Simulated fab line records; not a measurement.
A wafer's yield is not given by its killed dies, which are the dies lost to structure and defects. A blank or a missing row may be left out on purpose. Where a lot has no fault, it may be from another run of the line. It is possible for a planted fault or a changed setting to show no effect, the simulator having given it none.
fab line records | flow n5Finfet
[record] lots = 4 wafers = 11 lastDay = 18
route steps=1938 shown MOL_CONTACT_COAG@577 BEOL_M4@1111 PASSIVATION@1936
lots that met no fault: from a run of the same line without faults
startH: start of the lot's first displayed wafer, in hours after the record's first day | waitH: how many hours have passed since the lot's step before this one | " identical to the entry in the row above | L1.1+2: a single row standing in for several wafers | - no value, or no start given | * or withheld: withheld | < > ~ a bound
route shown NAME@n: NAME is a module with steps in the file, n the number in the route of the first one | usual: mean and standard deviation over wafers with no fault | same: alike in all rows | chamber/n: place in a boat | sites: readings site by site | _std_site: the values' standard deviation | _edge_site: the outer-site mean with the inner-site mean subtracted | radiusMm: for every site, how far away it sits from the centre of the wafer | mask NAME#n: copy n | behind: the most recent tool/chamber to have shaped the wafer | hold: what put the lot on hold/how long, in hours/how the hold closed | device: the n, p or np transistor that did not switch | end of line: at the end of the route, the tests of the same wafers | a step without rows: its recipe alone | killed: the dies lost at the first sort to structure and to defects; this is not the yield of the wafer | map: shows each die of a wafer: x if killed, . if not, _ if none is there
set.NAME: setting as actually run; set.NAME@STEP: the setting as run at that earlier step | model.NAME: the simulator's own value behind a step, which no gauge read
lots at some steps of the route; a table a step, a row a wafer
[[steps]]
[step N5_MOL_CONTACT_COAG_ETCH_89]
[recipe] chemistry = N2/H2 target = underlayer targetDepthA = 130 maskMaterial = CAR-EUV timeS = 10.4 ionEnergyEv = 200 pressureMtorr = 30 sourceW = 840 biasW = 150 n2FlowSccm = 200 h2FlowSccm = 200 ends = cleared
[step N5_MOL_CONTACT_COAG_ETCH_90]
[recipe] chemistry = CF4 target = SiARC targetDepthA = 130 maskMaterial = CAR-EUV timeS = 21.7 ionEnergyEv = 80 pressureMtorr = 40 sourceW = 545 biasW = 36 Ar_flow_sccm = 100 cf4FlowSccm = 100 ends = cleared
[step N5_MOL_CONTACT_COAG_ALD_131]
[recipe] material = SiO2 targetThkA = 50 tempC = 100 aldPrecursorFamily = BDEAS aldCoReactant = O2-plasma pulseTimeS = 1 coReactantPulseTimeS = 1 purgeTimeS = 2 coReactantPurgeTimeS = 2 aldCycles = 35 pressureTorr = 2
[step N5_MOL_CONTACT_COAG_ETCHBACK_132]
[recipe] chemistry = CHF3 target = SiO2 targetDepthA = 100 timeS = 6.7 ionEnergyEv = 200 pressureMtorr = 30 sourceW = 610 biasW = 170 Ar_flow_sccm = 200 CHF3_flow_sccm = 50
[step N5_MOL_CONTACT_COAG_ETCH_91]
[recipe] chemistry = N2/H2 target = SOC targetDepthA = 600 overetchA = 210 maskMaterial = SiARC tempC = 40 timeS = 101.2 ionEnergyEv = 200 pressureMtorr = 30 sourceW = 840 biasW = 150 n2FlowSccm = 200 h2FlowSccm = 200
[step N5_MOL_CONTACT_COAG_STRIP_92]
[recipe] chemistry = N2/H2 tempC = 40 n2FlowSccm = 200 h2FlowSccm = 200 rfFrequencyHz = 6e+07
[step N5_MOL_CONTACT_COAG_STRIP_93]
[recipe] chemistry = N2/H2 tempC = 40 n2FlowSccm = 200 h2FlowSccm = 200 rfFrequencyHz = 6e+07
[step N5_MOL_CONTACT_COAG_ETCHBACK_135]
[recipe] chemistry = CHF3 target = SiO2 targetDepthA = 250 timeS = 16.7 ionEnergyEv = 200 pressureMtorr = 30 sourceW = 610 biasW = 170 Ar_flow_sccm = 200 CHF3_flow_sccm = 50
[step N5_MOL_CONTACT_COAG_STRIP_118]
[recipe] chemistry = CHF3 resist = SiARC rfFrequencyHz = 6e+07
[step N5_MOL_CONTACT_COAG_VIA_ETCH_46]
[recipe] chemistry = C4F6/O2 targetDepthA = 460 overetchA = 92 maskMaterial = SOC target = SiO2 biasW = 455 pressureMtorr = 10 timeS = 40 sourceW = 325 Ar_flow_sccm = 300 C4F6_flow_sccm = 10 O2_flow_sccm = 10 ionEnergyEv = 575.3 ends = endPoint
[step N5_MOL_CONTACT_COAG_STRIP_96]
[recipe] chemistry = N2/H2 powerW = 500 tempC = 40 pressureMtorr = 50 rfFrequencyHz = 6e+07 overashFraction = 0.3 biasPowerW = 28 h2Frac = 0.5 n2FlowSccm = 300 h2FlowSccm = 300
[step N5_MOL_CONTACT_COAG_ETCH_47]
[recipe] chemistry = CH3F/O2 target = SiNx targetDepthA = 270 maskMaterial = SiO2 stopOn = W overEtchFrac = 0.2 ionEnergyEv = 120 endpoint = OES-CN pressureMtorr = 30 sourceW = 395 biasW = 73 Ar_flow_sccm = 150 CH3F_flow_sccm = 30 O2_flow_sccm = 20 ends = endPoint
[step N5_MOL_CONTACT_COAG_STRIP_119]
[recipe] chemistry = N2/H2 timeS = 30 powerW = 1000 tempC = 250 pressureMtorr = withheld n2FlowSccm = 1750 h2FlowSccm = 3250
[usual] drypumpMotorCurrentA = 5.4/0.41 heaterPowerW = 334/18
// columns lot.wafer tool chamber startH waitH drypumpMotorCurrentA heaterPowerW rfHoursCounterH
L305.3 plasmaAsher-02 1 123.58 0.1 5.1 341 -
L305.4 " 0 " " 5.2 318 -
L312.2 plasmaAsher-02 1 156.53 0.1 5.1 353 60
L312.3 " 1 " " 5.1 352 -
L312.4 " 0 " " 5.2 326 -
L313.2 plasmaAsher-02 0 165.78 0.1 5.2 317 62
L313.4 " 0 " " 5.2 321 -
L313.5 " 0 " " 5.2 317 -
L321.2 plasmaAsher-01 0 215.26 0.1 5.5 322 105
L321.4 " 0 " " 5.5 312 -
L321.6 " 0 " " 5.5 315 -
[step N5_MOL_CONTACT_COAG_PRECLEAN_144]
[recipe] chemistry = alkalineClean tempC = 60 timeS = 60 doPpb = 50
[step N5_MOL_CONTACT_COAG_SRD_145]
[recipe] dry = ipaMarangoni timeS = 30 tempC = 23 rinseLiquid = diw
[step N5_MOL_CONTACT_COAG_COAT_62]
[recipe] resist = SOC tempC = 250 timeS = 60 spinRpm = 1500 resistThkNm = 60
[step N5_MOL_CONTACT_COAG_COAT_63]
[recipe] resist = SiARC tempC = 220 timeS = 60 spinRpm = 1500 resistThkNm = 10
[step N5_MOL_CONTACT_COAG_COAT_64]
[recipe] resist = underlayer tempC = 205 timeS = 60 spinRpm = 1500 resistThkNm = 10
[step N5_MOL_CONTACT_COAG_COAT_34]
[recipe] resist = CAR-EUV spinRpm = 1500 resistThkNm = 40
[step N5_MOL_CONTACT_COAG_EBR_36]
[recipe] solvent = PGMEA ebrWidthMm = 1.5
[step N5_MOL_CONTACT_COAG_SOFTBAKE_35]
[recipe] tempC = 110 timeS = 60 resist = CAR-EUV
[step N5_MOL_CONTACT_COAG_EXPOSE_37]
[recipe] maskId = VD na = 0.33 sourceShape = annular sigmaInner = 0.3 sigmaOuter = 0.7 polarization = unpolarized defocusNm = 0 doseMj = 62
[step N5_MOL_CONTACT_COAG_PEB_38]
[recipe] pebTempC = 100 pebTimeS = 60 resist = CAR-EUV
[step N5_MOL_CONTACT_COAG_DEVELOP_39]
[recipe] developTimeS = 30 developer = TMAH resist = CAR-EUV rinseLiquid = surfactantRinse dry = airSpin devTempC = 23
[step N5_MOL_CONTACT_COAG_INSPECT_42]
[recipe] mode = adi inspectInstrument = brightfield
[usual] rawDefectCount = 207/46
// columns lot.wafer tool chamber startH waitH rawDefectCount
L305.3 defectInspect-01 - 124.11 0.0 280
L305.4 " - " " 169
L312.2 defectInspect-01 - 157.09 0.0 221
L312.3 " - " " 207
L312.4 " - " " 1466
L313.2 defectInspect-02 - 166.33 0.0 1380
L313.4 " - " " 1337
L313.5 " - " " 1404
L321.2 defectInspect-01 - 215.85 0.0 131
L321.4 " - " " 233
L321.6 " - " " 172
[step N5_MOL_CONTACT_COAG_DESCUM_45]
[recipe] chemistry = O2 timeS = 7 sourcePowerW = 50 biasPowerW = 20 pressureMtorr = 20 rfFrequencyHz = 2.712e+07 tempC = 40 resist = CAR-EUV o2FlowSccm = 225
[step N5_BEOL_M4_RC_MEAS_101]
[usual] DIBL_N = 36.0/1.6 DIBL_P = 35.8/2 IOFF_N = 0.152/0.03 IOFF_P = 0.20/0.031 ION_N = 670/12 ION_P = 459/7.4 SS_N = 71.5/0.56 SS_P = 73.2/0.64 VT_N = 251/3.5 VT_P = -252/3.3
// columns lot.wafer tool chamber startH waitH DIBL_N[mV/V] DIBL_P[mV/V] IOFF_N[nA/um] IOFF_P[nA/um] ION_N[uA/um] ION_P[uA/um] SS_N[mV/dec] SS_P[mV/dec] VT_N[mV] VT_P[mV]
L305.3 prober-01 0 214.96 0.3 36.2 36.7 0.183 0.22 682 460 71.4 74.0 245 -252
L305.4 " 0 " " 36.0 36.4 0.176 0.21 681 462 71.8 73.7 248 -251
L312.2 prober-02 0 252.90 0.2 34.8 35.0 0.124 0.17 664 456 71.4 73.1 251 -256
L312.3 " 0 " " 34.8 35.0 0.128 0.16 663 452 70.9 72.8 250 -256
L312.4 " 0 " " 35.9 37.1 0.146 0.19 666 454 72.0 74.0 250 -253
L313.2 prober-01 0 275.76 0.2 36.0 35.3 0.140 0.19 673 461 71.3 73.4 252 -253
L313.4 " 0 " " 36.0 35.3 0.128 0.18 656 453 71.2 73.0 257 -256
L313.5 " 0 " " 37.1 35.4 0.148 0.19 657 451 70.9 73.4 253 -254
L321.2 prober-02 0 317.56 0.2 37.7 36.7 0.184 0.21 675 455 72.8 73.7 248 -252
L321.4 " 0 " " 36.0 35.9 0.170 0.20 691 467 71.7 73.9 246 -252
L321.6 " 0 " " 36.8 35.5 0.168 0.19 677 458 72.2 73.3 249 -250
[step N5_PASSIVATION_PROBE_49]
[usual] defectLimitedYield = 91.6/1.4 killed_at_M0_to_M3 = 33/10 killed_at_M4_up = 13/5.3 killedAtContacts = 13/5.9 killedAtFrontEnd = 36/12 killedAtOther = 4/3.1 killedDies = 99/16 killedOpen = 65/13 killedShort = 32/7.3 sort_bin_5_function = 4.9/0.9 sort_bin_6_memory = 3.1/0.66 sortNPass = 1081/17 sortYieldPct = 91.6/1.4
[same] grossDies = 1180 killedAtBackSide = 0 sort_bin_4_leakage[%] = 0 sort_bin_8_speed[%] = 0
// columns lot.wafer tool chamber startH waitH defectLimitedYield[%] killed_at_M0_to_M3 killed_at_M4_up killedAtContacts killedAtFrontEnd killedAtOther killedDies killedOpen killedShort sort_bin_5_function[%] sort_bin_6_memory[%] sortNPass sortYieldPct[%]
L312.4 prober-02 - 353.51 0.2 80.3 25 7 172 24 4 232 50 30 11.3 3.3 948 80.3
L313.2 prober-02 - 379.44 0.1 79.2 33 14 156 41 1 245 70 28 13.6 3.9 935 79.2
L313.4 prober-02 - 379.54 0.2 79.8 34 15 152 29 8 238 67 28 11.9 4.7 942 79.8
L313.5 prober-02 - 379.59 0.2 77.7 31 14 156 56 6 263 84 29 12.7 4.8 917 77.7
// killed by level:class
L312.4 MOL_CONTACT_COAG:unspecified=152 MOL_CONTACT_COAG:geometricParticle:open=15 BEOL_M0_SAQP:geometricParticle:open=8 BEOL_M0_SAQP:geometricParticle:short=7 FIN_SAQP:geometricParticle:open=5 MOL_CONTACT_COAG:geometricParticle:short=5 GATE_CUT:geometricParticle:short=4 STI_FIN_REVEAL:geometricParticle:open=3
L313.2 MOL_CONTACT_COAG:unspecified=146 STI_FIN_REVEAL:geometricParticle:open=19 MOL_CONTACT_COAG:geometricParticle:open=9 FIN_SAQP:geometricParticle:open=8 BEOL_M0_SAQP:geometricParticle:open=8 BEOL_M1:geometricParticle:open=7 BEOL_M0_SAQP:geometricParticle:short=6 BEOL_M3:geometricParticle:open=6
L313.4 MOL_CONTACT_COAG:unspecified=143 BEOL_M2:geometricParticle:open=13 BEOL_M3:geometricParticle:open=9 MOL_CONTACT_COAG:geometricParticle:open=6 FIN_SAQP:geometricParticle:open=5 BEOL_M5:geometricParticle:open=5 DUMMY_GATE:geometricParticle:open=5 BEOL_M0_SAQP:geometricParticle:short=5
L313.5 MOL_CONTACT_COAG:unspecified=143 FIN_SAQP:geometricParticle:open=15 STI_FIN_REVEAL:geometricParticle:open=15 MOL_CONTACT_COAG:geometricParticle:open=10 BEOL_M2:geometricParticle:open=9 FIN_SAQP:geometricParticle:short=7 DUMMY_GATE:geometricParticle:open=6 BEOL_M3:geometricParticle:open=6
// map L312.4 (x killed, . not)
_________________....xx...x..________________
______________.............x...._____________
___________..x.x..x.....x..x.......__________
__________.............x.........x.._________
________..x...xx...............x....x._______
_______...xx.xx.x......................______
______.x..xxxxxx.x.............x........_____
_____...xxxxxxxxxx.x.....................____
____..x.xxxxxxxxxxx.xx.x..................___
___..x.xxxxxxxxxxxxx......................x__
___...xxxxxxxxxxxxxxx.x........x........x..__
__.....xxxxxxxxxxxxxx........x.......x......_
__...xxxxxxxxxxxxxxxx..x.............x......_
_..x..xxxxxxxxxxxxx.x.x......................
_.......xxxxxxxxxxxxx...........xx....x....x.
_.......xxxxxxxxxxxxxx....................x..
_.........xxxxxxxx.x................x........
_.........x..xxx........x......x.............
_............x....x...x...............x......
_.......x.x.....x..................x.......x.
_x......................................x...x
__.........................................x_
__.....x.x......x.....x.......x.....xx......_
___.....x.x.....................x....x.....__
___........x.......x.......................__
____.................x.........x......x...___
_____...................x................____
______.xx................x.............._____
_______......xx..xx..................x.______
________.x.....................x......_______
__________..x......................._________
___________.................x......__________
______________......x....xx....._____________
_________________............________________
// map L313.5 (x killed, . not)
_________________............________________
______________x................._____________
___________..x.............x.....x.__________
__________......x....x..........x..._________
________...xx..........x..........x..._______
_______....xx...xx........x............______
______..x.xxxxx.xxx..........x....x....._____
_____.xxxxxxxxxxxxxx..x..x...x.x.......x.____
____...xxxxxxxxxxxxx..........x...........___
___...xxxxxxxxxxxxxxx.........x.x.x.x.x....__
___..xxxxxxxxxxxxxxxx..............xx......__
__....xxxxxxxxxxxxxxx..x..............xx...x_
__....xxxxxxxxxxxxxx.xx....x................_
_....x.xxxxxxxxxxxxxx..x..x...x..x.......x.x.
_.....x.xxxxxxxxxxxxxx.......x......x........
_....xx.x..xxxxxxx.x..x.......x..............
_...x....x.xxxx.x..x..............x....x..x..
_x...x..x.xx..x.x.xx.x...............x.......
_...........x...............................x
_.x..........................x......x........
_...................x.x......x...............
__.............x..x..x......................_
__.................x......................x._
___.xx.xx....x...x.....x....x..............__
___...xx..........x........x.x.x...x..x....__
____........x.............................___
_____....................................____
______....x.x.........x.....x...x.....x._____
_______..........xxx..x.............x..______
________xx.......x.x.................._______
__________......x.x....x.....x......_________
___________............x...........__________
______________x....x.x..x...xx.._____________
_________________............________________
[[key]]
[firstSign] step = N5_MOL_CONTACT_COAG_INSPECT_42 reading = rawDefectCount direction = up sigmas = 26 usual = 207 struck = 1397
[effect] step = N5_PASSIVATION_PROBE_49 reading = killedAtContacts direction = up sigmas = 25 usual = 13 struck = 159
[moreKillsBornAt] N5_MOL_CONTACT_COAG_STRIP_119@plasmaAsher-02 = 584
metAt N5_MOL_CONTACT_COAG_STRIP_119
struckWafers L312.4,L313.2,L313.4,L313.5
onsetBetween 123.58 156.53
[fault] kind = chamberParticleSource tool = plasmaAsher-02 chamber = 0 onsetH = 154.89 steps = N5_MOL_CONTACT_COAG_STRIP_119 ratePerVisitCm2 = 1.8498 endH = 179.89
